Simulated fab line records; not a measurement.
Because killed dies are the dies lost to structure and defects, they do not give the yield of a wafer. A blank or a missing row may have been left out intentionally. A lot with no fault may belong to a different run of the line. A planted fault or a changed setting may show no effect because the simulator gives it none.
The tool behind it: which one? | flow nandHarc | 6 lots, 17 wafers sampled, at 5 steps of a route of 1159

== WHAT EACH GAUGE READ, for each wafer ==
NHARC_END_SORT_01.
lot  | measured     | on        | killedAtArray
L755 | day 20 12:49 | prober-01 | 674 20
L769 | day 23 15:02 | prober-02 | 17 10 14
L771 | day 23 22:16 | prober-01 | 15 16 14

== EACH LOT AND THE TOOL THAT RAN IT (in order: tool; ch and the chambers of the sampled wafers; start) ==
lot  | NHARC_A_SLIT_ETCH_24              | NHARC_A_SLIT_ETCH_15                         | NHARC_A_WL_FILL_CVD_03       | NHARC_A_WL_FILL_ETCHBACK_16
L753 | rieDiel-12 ch 1,3, day 14 15:33   | rieDiel-12 ch 0,1, day 15 07:04 or earlier   | cvdW-01 ch 0,1, day 15 07:04 | rieDiel-09 ch 0,1,2, day 15 20:35
L755 | rieDiel-10 ch 2,3, day 15 06:16   | rieDiel-10 ch 0, day 15 22:56 or earlier     | cvdW-02 ch 1, day 15 22:56   | rieDiel-06 ch 0, day 16 16:35
L765 | rieDiel-10 ch 0,1,2, day 17 15:35 | rieDiel-10 ch 0,1, day 18 03:41 or earlier   | cvdW-01 ch 0,1, day 18 03:41 | rieDiel-09 ch 0,1,2, day 18 20:31
L769 | rieDiel-10 ch 0,1, day 18 14:55   | rieDiel-10 ch 0,1,3, day 19 06:37 or earlier | cvdW-02 ch 0,1, day 19 06:37 | rieDiel-09 ch 0,1, day 19 19:19
L771 | rieDiel-10 ch 0,1,3, day 19 04:16 | rieDiel-10 ch 2,3, day 19 18:41 or earlier   | cvdW-01 ch 0, day 19 18:41   | rieDiel-06 ch 0,1,3, day 20 08:38
L773 | rieDiel-05 ch 0,2,3, day 19 17:20 | rieDiel-05 ch 1,2,3, day 20 05:21 or earlier | cvdW-02 ch 0,1, day 20 05:21 | rieDiel-06 ch 1,2,3, day 20 17:58
- NHARC_A_SLIT_ETCH_24: etches the open film in CF4/CHF3, target depth 121 nm, time 60.5 s.
- NHARC_A_SLIT_ETCH_15: etches the open film in O2/COS, target depth 3200 nm, time 832 s.
- NHARC_A_WL_FILL_CVD_03: deposits W, target thk 40 nm, time 3302 s.
- NHARC_A_WL_FILL_ETCHBACK_16: etches the open film in C4F8/O2/Ar, target depth 88 nm, time 17.6 s.

== THE ANSWER, worked out from the rows above alone ==
Rule: the lots themselves supply what counts as usual. The widest of any qualifying gaps counts: lots, ordered by their means at a reading, are off when they make up no more than a third of the lots, leave a main group of 4 or more, and stand apart from it by 3 or more times the standard deviation of that group's means. Not used: any main group whose means are identical at the precision the tables above print for the reading. A lot without any number at a reading at which 4 lots or more have one is off too. All remaining lots with rows at the step are treated as sound.
No lot is off at any reading shown: from this, nothing can be told.

== WHAT WAS PUT IN BY THE SIMULATOR ==
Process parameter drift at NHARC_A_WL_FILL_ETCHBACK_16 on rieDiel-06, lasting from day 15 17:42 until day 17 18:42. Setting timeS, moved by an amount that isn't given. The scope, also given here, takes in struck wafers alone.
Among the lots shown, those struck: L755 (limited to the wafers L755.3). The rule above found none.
